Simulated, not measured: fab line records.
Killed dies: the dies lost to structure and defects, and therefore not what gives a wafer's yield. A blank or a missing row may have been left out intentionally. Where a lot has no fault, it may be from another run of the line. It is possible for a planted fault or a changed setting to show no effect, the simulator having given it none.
fab line records	flow n5Finfet
record lots=7	wafers=21
route steps=1938 shown BEOL_M2@867 BEOL_M3@950 BEOL_M4@1028
startH: hours from the record's opening day to when the first of the lot's shown wafers began	waitH: time in hours since the lot's previous step	" unchanged from the row above	L1.1+2: a row that stands for several wafers	- value missing, or start not given	* or withheld: withheld	< > ~ a bound
route shown NAME@n: a module of which the file shows steps, and the number in the route of the first	usual: mean/standard deviation taken from wafers without a fault	same: alike in all rows	chamber/n: place in a boat	sites: readings site by site	_std_site: their standard deviation	_edge_site: inner sites' mean taken away from outer sites' mean	radiusMm: for every site, how far away it sits from the centre of the wafer	mask NAME#n: copy n	behind: the most recent tool/chamber to have shaped the wafer	hold: reason for holding the lot/hours on hold/outcome of the hold	device: the n, p or np transistor that did not switch	end of line: at the end of the route, the tests of the same wafers	for a step that has no rows: nothing shown but its recipe	killed: not the wafer's yield, but the dies lost to structure and defects at the first sort	map: per-die view of a wafer (x killed, . not killed, _ where there is no die)
set.NAME: the setting that was run; set.NAME@STEP: the one run at that earlier step	model.NAME: the simulator's own value behind a step, which no gauge read
lots whose settings were changed on purpose; a table a step, a row a wafer
## steps
# step N5_BEOL_M2_COAT_67
# recipe resist=SOC	tempC=250	timeS=60	spinRpm=1500	resistThkNm=60
lot.wafer	tool	chamber	startH	waitH	set.spinRpm	model.SOC_of_BEOL_M2_COAT_67.thkNm
L078.1+4	lithoTrack-04	0	167.19	0.0	1445	61.4
L078.5	"	0	"	"	1500	60.2
L081.2+5	lithoTrack-04	0	187.24	0.0	1500	60.2
L081.3	"	0	"	"	1607	58
L080.3+4+6	lithoTrack-01	0	187.44	0.0	1500	60
L088.1	lithoTrack-04	0	221.81	0.0	1454	61
L088.3	"	0	"	"	1500	60.4
L088.5	"	0	"	"	1454	61.2
L091.1	lithoTrack-01	0	242.51	0.0	1500	60
L091.2+6	"	0	"	"	1500	60.2
L093.1+2	lithoTrack-03	0	255.69	0.0	1500	60.2
L093.4	"	0	"	"	1355	63.6
L096.2	lithoTrack-04	0	286.40	0.0	1500	60
L096.5	"	0	"	"	1415	62
L096.6	"	0	"	"	1500	60.2
# step N5_BEOL_M2_DESCUM_33
# recipe chemistry=O2	timeS=7	sourcePowerW=50	biasPowerW=20	pressureMtorr=20	rfFrequencyHz=2.712e+07	tempC=40	resist=CAR-EUV	o2FlowSccm=225
lot.wafer	tool	chamber	startH	waitH	set.timeS	model.CAR-EUV_of_BEOL_M2_COAT_22.thkNm
L078.1+5	rieDiel-06	1,2	167.59	0.0	7	26.2
L078.4	"	3	"	"	7	26
L081.2+3+5	rieDiel-05	1,0,1	187.64	0.0	7	26.2
L080.3	rieDiel-05	0	187.84	0.0	6.198	26.6
L080.4+6	"	1,2	"	"	7	26.2
L088.1	rieDiel-04	0	222.21	0.0	7	26.4
L088.3+5	"	2,0	"	"	5.534	27
L091.1+2+6	rieDiel-05	3,0,2	242.92	0.0	7	26.2
L093.1	rieDiel-06	3	256.11	0.1	8.246	25.4
L093.2+4	"	1,0	"	"	8.246	25.6
L096.2+5+6	rieDiel-04	1,0,1	286.80	0.0	7	26.2
# step N5_BEOL_M2_ETCH_77
# recipe chemistry=N2/H2	target=underlayer	targetDepthA=65	maskMaterial=CAR-EUV	timeS=5.2	ionEnergyEv=200	pressureMtorr=30	sourceW=840	biasW=150	n2FlowSccm=200	h2FlowSccm=200	ends=cleared
# step N5_BEOL_M2_ETCH_69
# recipe chemistry=CF4	target=SiARC	targetDepthA=156	maskMaterial=CAR-EUV	timeS=26	ionEnergyEv=80	pressureMtorr=40	sourceW=545	biasW=36	Ar_flow_sccm=100	cf4FlowSccm=100	ends=cleared
# step N5_BEOL_M2_ALD_98
# recipe material=SiO2	targetThkA=25	tempC=100	aldPrecursorFamily=BDEAS	aldCoReactant=O2-plasma	pulseTimeS=1	coReactantPulseTimeS=1	purgeTimeS=2	coReactantPurgeTimeS=2	aldCycles=17	pressureTorr=2
# step N5_BEOL_M2_ETCHBACK_99
# recipe chemistry=CHF3	target=SiO2	targetDepthA=50	timeS=10.4	sourceW=215	biasW=47	Ar_flow_sccm=200	CHF3_flow_sccm=12	ionEnergyEv=100	pressureMtorr=30
# step N5_BEOL_M2_ETCH_70
# recipe chemistry=N2/H2	target=SOC	targetDepthA=800	overetchA=240	maskMaterial=SiARC	tempC=40	timeS=130	ionEnergyEv=200	pressureMtorr=30	sourceW=840	biasW=150	n2FlowSccm=200	h2FlowSccm=200
lot.wafer	tool	chamber	startH	waitH	set.spinRpm@BEOL_M2_COAT_67	model.etch.depthNm
L078.1	rieDiel-04	2	170.49	0.0	1445	61.47
L078.4	"	1	"	"	1445	61.44
L078.5	"	0	"	"	1500	60.21
L081.2	rieDiel-04	1	188.29	0.0	1500	60.26
L081.3	"	3	"	"	1607	58.04
L081.5	"	2	"	"	1500	60.27
L080.3	rieDiel-05	2	188.40	0.0	1500	60.07
L080.4	"	1	"	"	1500	59.98
L080.6	"	2	"	"	1500	60.03
L088.1	rieDiel-04	3	233.45	0.0	1454	61.07
L088.3	"	0	"	"	1500	60.3
L088.5	"	0	"	"	1454	61.27
L091.1	rieDiel-06	3	244.41	0.0	1500	59.97
L091.2	"	0	"	"	1500	60.13
L091.6	"	3	"	"	1500	60.22
L093.1	rieDiel-05	1	270.71	0.0	1500	60.13
L093.2	"	3	"	"	1500	60.2
L093.4	"	0	"	"	1355	63.55
L096.2	rieDiel-05	1	306.55	0.0	1500	60.04
L096.5	"	3	"	"	1415	62.07
L096.6	"	1	"	"	1500	60.11
# step N5_BEOL_M2_STRIP_71
# recipe chemistry=N2/H2	tempC=40	n2FlowSccm=200	h2FlowSccm=200	rfFrequencyHz=6e+07
# step N5_BEOL_M2_STRIP_78
# recipe chemistry=N2/H2	tempC=40	n2FlowSccm=200	h2FlowSccm=200	rfFrequencyHz=6e+07
# step N5_BEOL_M2_VIA_ETCH_34
# recipe chemistry=C4F6/O2	targetDepthA=694	maskMaterial=SOC	pressureMtorr=15	ionEnergyEv=250	taperDeg=4	timeS=65.9	sourceW=350	biasW=170	Ar_flow_sccm=300	C4F6_flow_sccm=10	O2_flow_sccm=10
lot.wafer	tool	chamber	startH	waitH	set.spinRpm@BEOL_M2_COAT_67	model.SOC_of_BEOL_M2_COAT_67.thkNm
L078.1	rieDiel-04	2	170.60	0.0	1445	53.4
L078.4	"	1	"	"	1445	53.2
L078.5	"	0	"	"	1500	52.4
L081.2	rieDiel-04	1	188.39	0.0	1500	52
L081.3	"	3	"	"	1607	49.6
L081.5	"	2	"	"	1500	52.2
L080.3	rieDiel-05	2	188.51	0.0	1500	52.2
L080.4+6	"	1,2	"	"	1500	52
L088.1	rieDiel-04	3	233.56	0.0	1454	52.8
L088.3	"	0	"	"	1500	52.6
L088.5	"	0	"	"	1454	53.4
L091.1+2+6	rieDiel-06	3,0,3	244.51	0.0	1500	52
L093.1	rieDiel-05	1	270.82	0.0	1500	52.2
L093.2	"	3	"	"	1500	52
L093.4	"	0	"	"	1355	55.4
L096.2+6	rieDiel-05	1	306.65	0.0	1500	52.2
L096.5	"	3	"	"	1415	53.8
# step N5_BEOL_M2_STRIP_83
# recipe chemistry=C4F6/O2	resist=SiARC	rfFrequencyHz=6e+07
# step N5_BEOL_M2_STRIP_36
# recipe chemistry=N2/H2	powerW=450	tempC=40	pressureMtorr=20	rfFrequencyHz=6e+07	overashFraction=0.3	biasPowerW=7	h2Frac=0.5	n2FlowSccm=200	h2FlowSccm=200
# step N5_BEOL_M2_STRIP_97
# recipe chemistry=N2/H2	timeS=10	powerW=450	tempC=40	pressureMtorr=20	rfFrequencyHz=6e+07	biasPowerW=7	n2FlowSccm=200	h2FlowSccm=200
# step N5_BEOL_M2_HM_STRIP_39
# recipe chemistry=peroxideTinStrip	material=TiN	targetDepthA=250	tempC=50	timeS=158
lot.wafer	tool	chamber	startH	waitH	set.timeS@BEOL_M2_PECVD_72	model.SiO2_of_BEOL_M2_PECVD_72.thkNm
L078.1	wetBench-06	3	170.88	0.0	15.86	14.2
L078.4	"	5	"	"	15.86	14
L078.5	"	7	"	"	18	16
L081.2	wetBench-04	3	188.68	0.0	18	15.6
L081.3	"	7	"	"	18	15.8
L081.5	"	6	"	"	18	16.2
L080.3	wetBench-05	1	188.80	0.0	18	16
L080.4	"	6	"	"	16.55	14.8
L080.6	"	5	"	"	16.55	14.6
L088.1	wetBench-04	5	233.85	0.0	18	15.8
L088.3	"	3	"	"	18	16
L088.5	"	4	"	"	16.74	15
L091.1+6	wetBench-05	7,1	244.80	0.0	18	15.8
L091.2	"	5	"	"	18	15.6
L093.1	wetBench-05	5	271.10	0.0	18	15.4
L093.2+4	"	0,1	"	"	17.23	15.2
L096.2	wetBench-04	6	306.94	0.0	19.48	17
L096.5	"	4	"	"	19.48	17.2
L096.6	"	2	"	"	18	16
# step N5_BEOL_M3_ETCH_64
# recipe chemistry=N2/H2	target=SOC	targetDepthA=750	overetchA=150	maskMaterial=SiARC	tempC=40	timeS=112.5	ionEnergyEv=200	pressureMtorr=30	sourceW=840	biasW=150	n2FlowSccm=200	h2FlowSccm=200
lot.wafer	tool	chamber	startH	waitH	set.timeS	model.SiARC_of_BEOL_M3_COAT_62.thkNm
L078.1	rieDiel-03	3	176.87	0.0	122.2	6.4
L078.4	"	3	"	"	112.5	7
L078.5	"	2	"	"	112.5	6.8
L081.2+5	rieDiel-03	1	195.41	0.0	112.5	6.4
L081.3	"	3	"	"	112.5	7
L080.3+4+6	rieDiel-01	1,2,2	195.56	0.0	112.5	6.8
L088.1+3+5	rieDiel-01	2,0,3	247.90	0.0	112.5	6.8
L091.1+6	rieDiel-02	2,1	254.74	0.0	112.5	7
L091.2	"	0	"	"	112.5	6.8
L093.1+2+4	rieDiel-01	1,3,0	280.66	0.0	112.5	6.8
L096.2+5	rieDiel-01	2,1	311.90	0.0	112.5	6.8
L096.6	"	0	"	"	137.1	5.8
# step N5_BEOL_M3_STRIP_65
# recipe chemistry=N2/H2	tempC=40	n2FlowSccm=200	h2FlowSccm=200	rfFrequencyHz=6e+07
# step N5_BEOL_M3_STRIP_75
# recipe chemistry=N2/H2	tempC=40	n2FlowSccm=200	h2FlowSccm=200	rfFrequencyHz=6e+07
# step N5_BEOL_M3_STRIP_66
# recipe chemistry=CF4	resist=SiARC	powerW=300	biasPowerW=75	pressureMtorr=50	cf4FlowSccm=150	rfFrequencyHz=6e+07
# step N5_BEOL_M3_HM_OPEN_17
# recipe chemistry=Cl2/BCl3	targetDepthA=200	overetchA=60	target=TiN	maskMaterial=SOC	ionEnergyEv=150	pressureMtorr=10	icpW=1000	biasW=126	Cl2_flow_sccm=53.25	bcl3FlowSccm=21.75	Ar_flow_sccm=25
lot.wafer	tool	chamber	startH	waitH	set.timeS@BEOL_M3_ETCH_64	model.etch.depthNm
L078.1	rieMetal-03	0	177.04	0.0	122.2	19
L078.4	"	0	"	"	112.5	20.24
L078.5	"	0	"	"	112.5	20.14
L081.2	rieMetal-02	1	195.59	0.0	112.5	20.08
L081.3	"	0	"	"	112.5	20.18
L081.5	"	1	"	"	112.5	20.15
L080.3	rieMetal-01	1	195.76	0.1	112.5	19.58
L080.4	"	0	"	"	112.5	19.73
L080.6	"	1	"	"	112.5	19.63
L088.1	rieMetal-03	0	248.06	0.0	112.5	20.46
L088.3	"	0	"	"	112.5	20.19
L088.5	"	1	"	"	112.5	20.25
L091.1	rieMetal-03	0	254.91	0.0	112.5	20.18
L091.2	"	1	"	"	112.5	19.9
L091.6	"	1	"	"	112.5	20.2
L093.1	rieMetal-01	0	280.82	0.0	112.5	19.79
L093.2	"	0	"	"	112.5	20.03
L093.4	"	0	"	"	112.5	19.9
L096.2	rieMetal-01	1	312.07	0.0	112.5	20.15
L096.5	"	0	"	"	112.5	19.86
L096.6	"	1	"	"	137.1	17.91
# step N5_BEOL_M3_COAT_22
# recipe resist=CAR-EUV	spinRpm=1500	resistThkNm=30
lot.wafer	tool	chamber	startH	waitH	set.spinRpm	model.CAR-EUV_of_BEOL_M3_COAT_22.thkNm
L078.1+4	lithoTrack-02	0	-	-	1500	30
L078.5	"	0	"	"	1500	30.2
L081.2+5	lithoTrack-01	0	-	-	1500	30
L081.3	"	0	"	"	1500	30.2
L080.3+4+6	lithoTrack-05	0	-	-	1500	30
L088.1+3	lithoTrack-02	0	-	-	1500	30
L088.5	"	0	"	"	1353	31.6
L091.1+2+6	lithoTrack-01	0	-	-	1500	30.2
L093.1	lithoTrack-05	0	-	-	1500	30
L093.2+4	"	0	"	"	1362	31.6
L096.2	lithoTrack-02	0	-	-	1411	31
L096.5+6	"	0	"	"	1500	30
# step N5_BEOL_M3_EBR_24
# recipe solvent=PGMEA	ebrWidthMm=1.5
# step N5_BEOL_M3_SOFTBAKE_23
# recipe tempC=110	timeS=60	resist=CAR-EUV
# step N5_BEOL_M3_DESCUM_33
# recipe chemistry=O2	timeS=7	sourcePowerW=50	biasPowerW=20	pressureMtorr=20	rfFrequencyHz=2.712e+07	tempC=40	resist=CAR-EUV	o2FlowSccm=225
lot.wafer	tool	chamber	startH	waitH	set.spinRpm@BEOL_M3_COAT_22	model.CAR-EUV_of_BEOL_M3_COAT_22.thkNm
L078.1	rieDiel-02	2	177.66	0.0	1500	26
L078.4+5	"	3,1	"	"	1500	26.2
L081.2+3	rieDiel-03	2,1	196.22	0.0	1500	26.2
L081.5	"	0	"	"	1500	26
L080.3+4+6	rieDiel-02	1,3,1	196.64	0.2	1500	26
L088.1+3	rieDiel-02	1,3	250.48	1.7	1500	26
L088.5	"	3	"	"	1353	27.6
L091.1+2+6	rieDiel-01	2,3,0	256.08	0.5	1500	26.2
L093.1	rieDiel-02	1	281.94	0.0	1500	26.2
L093.2+4	"	2,0	"	"	1362	27.6
L096.2	rieDiel-02	3	312.84	0.0	1411	27
L096.5	"	0	"	"	1500	26.2
L096.6	"	1	"	"	1500	26
# step N5_BEOL_M4_COAT_05
# recipe resist=CAR-EUV	spinRpm=1500	resistThkNm=30
lot.wafer	tool	chamber	startH	waitH	set.spinRpm	model.CAR-EUV_of_BEOL_M4_COAT_05.thkNm
L078.1	lithoTrack-03	0	-	-	1500	30
L078.4	"	0	"	"	1337	31.8
L078.5	"	0	"	"	1337	32
L081.2+3+5	lithoTrack-03	0	-	-	1500	30.2
L080.3+6	lithoTrack-04	0	-	-	1500	30.2
L080.4	"	0	"	"	1500	30
L088.1+3+5	lithoTrack-04	0	-	-	1500	30.2
L091.1+2+6	lithoTrack-03	0	-	-	1500	30.2
L093.1+2+4	lithoTrack-04	0	-	-	1500	30
L096.2	lithoTrack-03	0	-	-	1500	30
L096.5+6	"	0	"	"	1340	31.8
## key
split step=N5_BEOL_M2_COAT_67	setting=spinRpm	stated=1500	by=wafer
response step=N5_BEOL_M2_COAT_67	reading=model.SOC_of_BEOL_M2_COAT_67.thkNm	change=-0.331	per=1%	r=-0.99
response step=N5_BEOL_M2_ETCH_70	reading=model.etch.depthNm	change=-0.337	per=1%	r=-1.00
response step=N5_BEOL_M2_VIA_ETCH_34	reading=model.SOC_of_BEOL_M2_COAT_67.thkNm	change=-0.319	per=1%	r=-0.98
split step=N5_BEOL_M2_DESCUM_33	setting=timeS	stated=7	by=wafer
response step=N5_BEOL_M2_DESCUM_33	reading=model.CAR-EUV_of_BEOL_M2_COAT_22.thkNm	change=-0.0301	per=1%	r=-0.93
split step=N5_BEOL_M3_ETCH_64	setting=timeS	stated=112.5	by=wafer
response step=N5_BEOL_M3_ETCH_64	reading=model.SiARC_of_BEOL_M3_COAT_62.thkNm	change=-0.0474	per=1%	r=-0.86
response step=N5_BEOL_M3_HM_OPEN_17	reading=model.etch.depthNm	change=-0.101	per=1%	r=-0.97
split step=N5_BEOL_M3_COAT_22	setting=spinRpm	stated=1500	by=wafer
response step=N5_BEOL_M3_COAT_22	reading=model.CAR-EUV_of_BEOL_M3_COAT_22.thkNm	change=-0.168	per=1%	r=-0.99
response step=N5_BEOL_M3_DESCUM_33	reading=model.CAR-EUV_of_BEOL_M3_COAT_22.thkNm	change=-0.157	per=1%	r=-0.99
split step=N5_BEOL_M4_COAT_05	setting=spinRpm	stated=1500	by=wafer
response step=N5_BEOL_M4_COAT_05	reading=model.CAR-EUV_of_BEOL_M4_COAT_05.thkNm	change=-0.172	per=1%	r=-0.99
split outsideThisFile step=N5_BEOL_M2_PECVD_72 setting=timeS
# split outsideThisFile: this setting was split too, and the file shows its column; the key of that split is in another file
